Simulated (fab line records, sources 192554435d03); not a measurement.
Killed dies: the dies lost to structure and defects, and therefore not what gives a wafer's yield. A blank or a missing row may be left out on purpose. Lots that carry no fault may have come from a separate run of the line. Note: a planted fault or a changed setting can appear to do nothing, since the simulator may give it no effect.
Check of tool commonality    flow n5-finfet    12 lots and 35 wafers in the sample

## WHY IT WAS OPENED
On 3 of the 12 lots, a flag is raised at N5_STI_FIN_REVEAL_FIN_H_MEAS_10 on the reading trench-depth-nm. Fault-free wafers read 51.8 nm, with a standard deviation of 0.89.
Rule: a lot is flagged when every wafer of it that has a number lies more than 4 standard deviations from that mean, or none has a number. All remaining lots are regarded as sound.

lot   measured     on      trench-depth-nm (nm), wafer by wafer  flag
L121  day 3 04:23  ocd-02  52.2 52.1 51.9                        
L123  day 3 13:57  ocd-02  50.6 51.4 51.9                        
L125  day 4 00:20  ocd-02  50.8 50.9 53.0                        
L127  day 4 17:04  ocd-01  53.2 51.6 52.9                        
L129  day 5 05:20  ocd-02  50.7 50.2 51.5                        
L131  day 5 15:05  ocd-02  46.6 45.9 47.4                        FLAGGED
L132  day 5 23:28  ocd-02  46.8 46.5 47.0                        FLAGGED
L133  day 6 02:09  ocd-02  47.5 47.5 46.5                        FLAGGED
L134  day 6 08:17  ocd-02  52.0 51.2 51.3                        
L137  day 7 00:22  ocd-01  50.0 51.2 50.6                        
L138  day 7 08:22  ocd-01  52.6 50.9 50.2                        
L141  day 8 02:30  ocd-02  52.4 51.8                             
Average over the flagged lots: 46.9 nm; offset from the usual -4.9 nm, equal to -6 standard deviations.

## WHICH TOOL RAN EACH LOT
The record holds 3 process steps before the reading, out of a route of 1938 steps. Each cell gives the tool, then ch followed by the chambers the sampled wafers passed through, then the start.
lot   flag     N5_FIN_CUT_STRIP_22                N5_STI_FIN_REVEAL_ALD_00          N5_STI_FIN_REVEAL_RECESS_09
L121           rie-diel-04 ch 0,2, day 2 19:29    ald-sin-02 ch 1,2,3, day 2 19:49  vapor-etch-02 ch 0,1, day 3 01:41
L123           rie-diel-05 ch 0,2,3, day 3 04:43  ald-sin-03 ch 0,1,3, day 3 05:22  vapor-etch-02 ch 0,1, day 3 11:15
L125           rie-diel-05 ch 2,3, day 3 15:30    ald-sin-02 ch 0,1, day 3 15:41    vapor-etch-02 ch 0,1, day 3 21:38
L127           rie-diel-02 ch 1,2, day 4 03:46    ald-sin-03 ch 1,2,3, day 4 03:59  vapor-etch-02 ch 0,1, day 4 09:52
L129           rie-diel-02 ch 0,1, day 4 18:58    ald-sin-02 ch 0,1,3, day 4 20:45  vapor-etch-02 ch 0, day 5 02:38
L131  FLAGGED  rie-diel-04 ch 2,3, day 5 05:36    ald-sin-03 ch 0,1,2, day 5 06:25  vapor-etch-02 ch 0,1, day 5 12:54
L132  FLAGGED  rie-diel-02 ch 1,3, day 5 14:40    ald-sin-03 ch 0,1,3, day 5 14:52  vapor-etch-02 ch 0,1, day 5 20:44
L133  FLAGGED  rie-diel-05 ch 0,1, day 5 17:21    ald-sin-03 ch 1,2,3, day 5 17:33  vapor-etch-02 ch 0, day 5 23:25
L134           rie-diel-04 ch 0,2,3, day 5 22:30  ald-sin-02 ch 1,2,3, day 5 23:38  vapor-etch-01 ch 0,1, day 6 06:05
L137           rie-diel-04 ch 1,2, day 6 15:28    ald-sin-03 ch 0,1,2, day 6 15:40  vapor-etch-01 ch 0,1, day 6 21:34
L138           rie-diel-05 ch 1,2, day 6 22:13    ald-sin-02 ch 1,3, day 6 23:45    vapor-etch-01 ch 1, day 7 05:39
L141           rie-diel-04 ch 2,3, day 7 17:25    ald-sin-04 ch 0, day 7 17:37      vapor-etch-01 ch 0, day 8 00:04
What these steps do:
- N5_FIN_CUT_STRIP_22: strips in N2/H2.
- N5_STI_FIN_REVEAL_ALD_00: deposits SiO2, target thk 1 nm, pulse time 1 s.
- N5_STI_FIN_REVEAL_RECESS_09: chemistry HF/NH3, target SiO2, afs cycles 11, target depth 42.5 nm, sublimation time 60 s.
- N5_STI_FIN_REVEAL_FIN_H_MEAS_10

## FLAGGED OVER TOTAL, TOOL BY TOOL (the gauges that took the reading come last)
step                             tool           lots run  flagged  share of the flagged lots  sound lots run after its first flagged lot
N5_FIN_CUT_STRIP_22              rie-diel-02    3         1        some                       0
N5_FIN_CUT_STRIP_22              rie-diel-04    5         1        some                       3 (L134,L137,L141)
N5_FIN_CUT_STRIP_22              rie-diel-05    4         1        some                       1 (L138)
N5_STI_FIN_REVEAL_ALD_00         ald-sin-02     5         0        none                       -
N5_STI_FIN_REVEAL_ALD_00         ald-sin-03     6         3        all                        1 (L137)
N5_STI_FIN_REVEAL_ALD_00         ald-sin-04     1         0        none                       -
N5_STI_FIN_REVEAL_RECESS_09      vapor-etch-01  4         0        none                       -
N5_STI_FIN_REVEAL_RECESS_09      vapor-etch-02  8         3        all                        0
N5_STI_FIN_REVEAL_FIN_H_MEAS_10  ocd-01         3         0        none                       -
N5_STI_FIN_REVEAL_FIN_H_MEAS_10  ocd-02         9         3        all                        2 (L134,L141)

## WHAT THE TABLE PERMITS
ald-sin-03 at N5_STI_FIN_REVEAL_ALD_00, vapor-etch-02 at N5_STI_FIN_REVEAL_RECESS_09 and ocd-02 at N5_STI_FIN_REVEAL_FIN_H_MEAS_10: these 3 rows of the table ran every flagged lot.
- ald-sin-03 at N5_STI_FIN_REVEAL_ALD_00: 3 of its 6 lots flagged. Lots that were sound ran on it after the first flagged one (L137); a persistent fault on the entire tool would not allow that.
- vapor-etch-02 at N5_STI_FIN_REVEAL_RECESS_09: 3 of its 8 lots flagged. Its last sound lot is L129 (day 5 02:38), its first flagged lot L131 (day 5 12:54): a fault that began between those two fits.
- ocd-02 at N5_STI_FIN_REVEAL_FIN_H_MEAS_10: 3 of its 9 lots flagged. Lots that were sound ran on it after the first flagged one (L134, L141); a persistent fault on the entire tool would not allow that.
Left over: one tool, vapor-etch-02 at N5_STI_FIN_REVEAL_RECESS_09.

## WHAT HAD BEEN PUT IN BY THE SIMULATOR
Drift in process parameters on vapor-etch-02 at N5_STI_FIN_REVEAL_RECESS_09, starting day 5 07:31. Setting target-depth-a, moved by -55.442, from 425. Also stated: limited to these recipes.
Struck lots among those shown: L131, L132, L133. The same result came from the rule above.
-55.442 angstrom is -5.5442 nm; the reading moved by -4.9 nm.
